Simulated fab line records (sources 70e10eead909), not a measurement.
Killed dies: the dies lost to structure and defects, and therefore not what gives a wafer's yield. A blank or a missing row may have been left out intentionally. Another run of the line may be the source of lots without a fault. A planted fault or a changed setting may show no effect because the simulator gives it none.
Chamber matching + flow nand harc + NHARC_P_M2_CMP_23 on cmp-02 has 4 sister chambers
The step polishes, t overpolish 20 s, target thk 144.3 nm. 4 wafers are shown with their chamber, then 12 later ones without.

== WAFERS WITH THEIR CHAMBER ==
| wafer  | chamber | motor current A (A) |
|--------|---------|---------------------|
| L089.2 | 3       | 12.9                |
| L089.5 | 1       | 11.6                |
| L093.1 | 2       | 11.4                |
| L093.6 | 0       | 11.5                |

== WAFERS WHOSE CHAMBER IS MISSING ==
| wafer  | motor current A (A) |
|--------|---------------------|
| L095.1 | 10.3                |
| L095.3 | 12.3                |
| L095.6 | 11.1                |
| L095.2 | 11.5                |
| L095.4 | 11.7                |
| L095.5 | 11.2                |
| L096.2 | 13.4                |
| L096.3 | 10.9                |
| L096.4 | 11.5                |
| L096.1 | 12.3                |
| L096.5 | 10.6                |
| L096.6 | 10.8                |

== WHICH CHAMBER EACH ONE RAN IN ==
| wafer  | from the rows above               | in truth |
|--------|-----------------------------------|----------|
| L095.1 | can't be placed: 2 or 0 or 1      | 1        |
| L095.3 | can't be placed: 3 or 1 or 0 or 2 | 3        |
| L095.6 | can't be placed: 2 or 0 or 1      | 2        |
| L095.2 | can't be placed: 0 or 1 or 2      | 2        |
| L095.4 | can't be placed: 1 or 0 or 2      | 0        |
| L095.5 | can't be placed: 2 or 0 or 1      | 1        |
| L096.2 | 3                                 | 3        |
| L096.3 | can't be placed: 2 or 0 or 1      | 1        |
| L096.4 | can't be placed: 0 or 1 or 2      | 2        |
| L096.1 | can't be placed: 3 or 1 or 0 or 2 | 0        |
| L096.5 | can't be placed: 2 or 0 or 1      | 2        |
| L096.6 | can't be placed: 2 or 0 or 1      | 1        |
Correct placement for 1 of the 12. From these rows, 11 cannot be placed; in 11 the true chamber is one of the candidates. 0 placed wrongly.
How it was worked out, from the rows above alone: a wafer's distance from a chamber is the root of the sum, over the readings, of the square of ((its reading less the chamber's mean) divided by the reading's scatter). The wafer belongs to the nearest chamber; if the next one is less than 2 further off, it can't be placed. For every chamber, the mean is computed from those of its wafers that are shown. The scatter: root of mean squared gap, hidden wafer to nearest shown wafer, with one shown wafer a chamber.
